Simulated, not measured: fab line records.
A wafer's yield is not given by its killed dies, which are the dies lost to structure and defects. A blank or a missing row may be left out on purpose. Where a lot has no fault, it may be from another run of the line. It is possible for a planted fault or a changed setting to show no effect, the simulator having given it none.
A struck lot beside a sound one -- flow n5-finfet -- 32 steps out of a route of 1938
Sound: these wafers, L310.1, L310.2, L310.4. Wafers struck: L320.1, L320.3, L320.6. Last of all comes the cause.
At each step with rows: each side's tool, then ch and its chambers, then its first start. Under that, the readings that differ: sound wafers -- struck wafers -- difference of the means -- sigmas: that difference in standard deviations of wafers without a fault.
alike: same words and numbers on both sides, and readings whose means sit less than 2 such deviations apart. not compared: any withheld reading, any reading some wafer has no value for, any bound like >300 that may hide the same value, and any number with overlapping values for which the record gives no deviation.
Wherever a step has rows on one side only, a row that says differs or no value, or a row with sigmas, the two part there. Numbers that don't overlap but have no deviation are shown without sigmas and don't part them. Lack of a reading on every wafer of one side parts them only where that side has two or more wafers.

first, 10 steps without rows for these wafers: N5_SD_EPI_P_PRECLEAN_51 (cleans in NF3:NH3, afs cycles 1, time 20 s, sublimation time 60 s); N5_SD_EPI_P_VAPOR_ETCH_44 (etches SiGe30 in NF3/Ar, time 3.3 s); N5_SD_EPI_P_EPI_21 (deposits SiGe:B, time 355 s); N5_SD_EPI_P_HM_STRIP_48 (strips SiNx in H3PO4, material SiNx, target depth 3 nm); N5_SD_EPI_P_SRD_49 (time 30 s); N5_SD_EPI_P_PRECLEAN_24 (cleans in O3/DIW, time 45 s); N5_SD_EPI_P_PRECLEAN_32 (cleans in dHF, time 10 s); N5_SD_EPI_P_PRECLEAN_33 (cleans in SC2, time 45 s); N5_SD_EPI_P_SRD_25 (time 30 s); N5_SD_ACTIVATION_RTA_00 (time 0 s).
N5_SD_ACTIVATION_LSA_01: time 0.0008 s.
  sound on laser-anneal-02 ch 0, day 3 15:53; struck on laser-anneal-02 ch 0, day 6 10:51
reading,sound,struck,difference,sigmas
wafer_temp_C_max,1086.1 1084.9 1086.8,1093.2 1093.7 1093.8,+7.6,+7
N5_SD_ACTIVATION_RS_MEAS_03: measures by four-point-probe.
  sound: film-metro-02 at day 3 16:07; struck: film-metro-02 at day 6 11:03
reading,sound,struck,difference,sigmas
RS_SD_N (ohm/sq),22.5 22.5 22.6,21.0 20.8 21.0,-1.6,-5
  alike: RS_SD_P
then, 19 steps without rows for these wafers: N5_ILD0_LINER_00 (material SiNx, target thk 4 nm, pulse time 1 s, purge time 2 s); N5_ILD0_FCVD_FILL_01 (material SiO2 flowable, target thk 200 nm, time 328.3 s); N5_ILD0_CURE_02 (time 1800 s); N5_ILD0_CMP_03 (polishes, stops on SiNx, t overpolish 1.9 s, target thk 197.38 nm); N5_ILD0_CMP_07 (polishes SiO2 flowable, stops on poly-Si, t overpolish 1.18 s, target thk 138.88 nm); N5_ILD0_PRECLEAN_10 (cleans in NF3:NH3, afs cycles 5, time 20 s, sublimation time 60 s); N5_ILD0_ALD_15 (deposits SiNx, target thk 24 nm, pulse time 1 s, ald cycles 480); N5_ILD0_CMP_12 (polishes SiNx, stops on poly-Si, t overpolish 6 s, target thk 17.67 nm); N5_SDB_HM_DEP_00 (deposits SiNx from SiH4/NH3/N2, target thk 40 nm, time 35.3 s); N5_SDB_COAT_03 (time 60 s, resist thk 100 nm); N5_SDB_COAT_04 (time 60 s, resist thk 18 nm); N5_SDB_COAT_05 (resist thk 90 nm); N5_SDB_EBR_07; N5_SDB_SOFTBAKE_06 (time 60 s); N5_SDB_EXPOSE_08 (exposes mask SDB); N5_SDB_PEB_09 (peb time 60 s); N5_SDB_DEVELOP_10 (develop time 30 s); N5_SDB_DESCUM_16 (chemistry O2, time 7.9 s); N5_SDB_ETCH_17 (etches SiARC in CF4, target depth 23.4 nm, time 39 s).
-- the record jumps here: 4 days lie between the struck wafers' starts before and after (it left off in module SDB and takes up again in module BEOL_M4, whose first step shown is number 1111 of the route) --
N5_BEOL_M4_RC_MEAS_101:
  sound on prober-02 ch 0, day 8 03:44; struck on prober-02 ch 0, day 10 17:12
reading,sound,struck,difference,sigmas
RS_SD_N (ohm/sq),28.9 29.0 29.4,27.4 27.2 27.6,-1.7,-5
  alike: DIBL_N, DIBL_P, IOFF_N, IOFF_P, ION_N, ION_P, SS_N, SS_P, VT_N, VT_P

== WHERE THEY PART ==
First at N5_SD_ACTIVATION_LSA_01; last, within this record, at N5_BEOL_M4_RC_MEAS_101.

WHY: whatever the simulator had introduced
Drift in process parameters on laser-anneal-02 at N5_SD_ACTIVATION_LSA_01, starting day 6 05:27. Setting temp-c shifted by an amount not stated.
